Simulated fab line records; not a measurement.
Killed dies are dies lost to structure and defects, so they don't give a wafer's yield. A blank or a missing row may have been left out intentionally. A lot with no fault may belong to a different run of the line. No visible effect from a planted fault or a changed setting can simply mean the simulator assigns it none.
Which tool is to blame? / flow nandHarc / 7 lots, 21 wafers sampled, at 3 steps of a route of 1302

== WHAT THE GAUGES READ, wafer by wafer ==
NHARC_A_ONON_D1_THK_MEAS_18: measures by ellipsometry.
lot=L682; measured=day 8 23:30; on=filmMetro-02; thkNm (nm)=988 988 986
lot=L684; measured=day 9 07:29; on=filmMetro-02; thkNm (nm)=987 987 987
lot=L685; measured=day 10 00:13; on=filmMetro-02; thkNm (nm)=987 990 989
lot=L689; measured=day 11 13:22; on=filmMetro-01; thkNm (nm)=1000 1000 1000
lot=L691; measured=day 12 14:06; on=filmMetro-02; thkNm (nm)=994 994 994
lot=L699; measured=day 15 13:20; on=filmMetro-01; thkNm (nm)=999 998 998
lot=L701; measured=day 16 10:07; on=filmMetro-01; thkNm (nm)=1053 1053 1007

== WHAT TOOL EACH LOT RAN ON (gives the tool, then ch and the chambers of the sampled wafers, and finally the start) ==
lot=L682; NHARC_P_BONDPAD_ACTIVATE_29=rieDiel-02 ch 1,2,3, day 7 12:38; NHARC_A_ONON_D1_DEP_16=pecvdOnon-01 ch 0, day 8 22:59
lot=L684; NHARC_P_BONDPAD_ACTIVATE_29=rieDiel-02 ch 1,2, day 7 21:27; NHARC_A_ONON_D1_DEP_16=pecvdOnon-02 ch 0, day 9 06:58
lot=L685; NHARC_P_BONDPAD_ACTIVATE_29=rieDiel-02 ch 1,2,3, day 8 14:19; NHARC_A_ONON_D1_DEP_16=pecvdOnon-02 ch 0, day 9 23:44
lot=L689; NHARC_P_BONDPAD_ACTIVATE_29=rieDiel-03 ch 0,1, day 10 04:53; NHARC_A_ONON_D1_DEP_16=pecvdOnon-02 ch 0, day 11 12:55
lot=L691; NHARC_P_BONDPAD_ACTIVATE_29=rieDiel-02 ch 0,1,2, day 11 02:00; NHARC_A_ONON_D1_DEP_16=pecvdOnon-03 ch 0, day 12 13:35
lot=L699; NHARC_P_BONDPAD_ACTIVATE_29=rieDiel-04 ch 0,1,2, day 14 00:34; NHARC_A_ONON_D1_DEP_16=pecvdOnon-02 ch 0, day 15 12:50
lot=L701; NHARC_P_BONDPAD_ACTIVATE_29=rieDiel-03 ch 0,1,2, day 14 23:05; NHARC_A_ONON_D1_DEP_16=pecvdOnon-03 ch 0, day 16 09:36
- NHARC_P_BONDPAD_ACTIVATE_29: chemistry N2, time 60 s.
- NHARC_A_ONON_D1_DEP_16: target thk 1000 nm.

== THE ANSWER, worked out from the rows above alone ==
Rule: the lots themselves supply what counts as usual. Put in order of their means at a reading, lots are off if they are a third of the lots or fewer, leave a main group of 4 or more, and stand apart from it by a gap of 3 or more times the standard deviation of the main group's means; of several such gaps the widest counts. A main group whose means are all the same, to the digits that the tables above print for the reading, isn't used. A lot without any number at a reading at which 4 lots or more have one is off too. Any other lot the step has rows for is counted as sound.
Off: L701 (NHARC_A_ONON_D1_THK_MEAS_18, thkNm). Main group: mean 993 nm, sd 5.2.
If a tool, at a process step before that reading, ran all the lots that are off and no sound lot after the first of them, it fits. The gauges at NHARC_A_ONON_D1_THK_MEAS_18 are tried like those tools. Can't be told from this: 3 tools fit, rieDiel-03 at NHARC_P_BONDPAD_ACTIVATE_29, pecvdOnon-03 at NHARC_A_ONON_D1_DEP_16, filmMetro-01 at NHARC_A_ONON_D1_THK_MEAS_18.

== WHAT THE SIMULATOR PUT IN ==
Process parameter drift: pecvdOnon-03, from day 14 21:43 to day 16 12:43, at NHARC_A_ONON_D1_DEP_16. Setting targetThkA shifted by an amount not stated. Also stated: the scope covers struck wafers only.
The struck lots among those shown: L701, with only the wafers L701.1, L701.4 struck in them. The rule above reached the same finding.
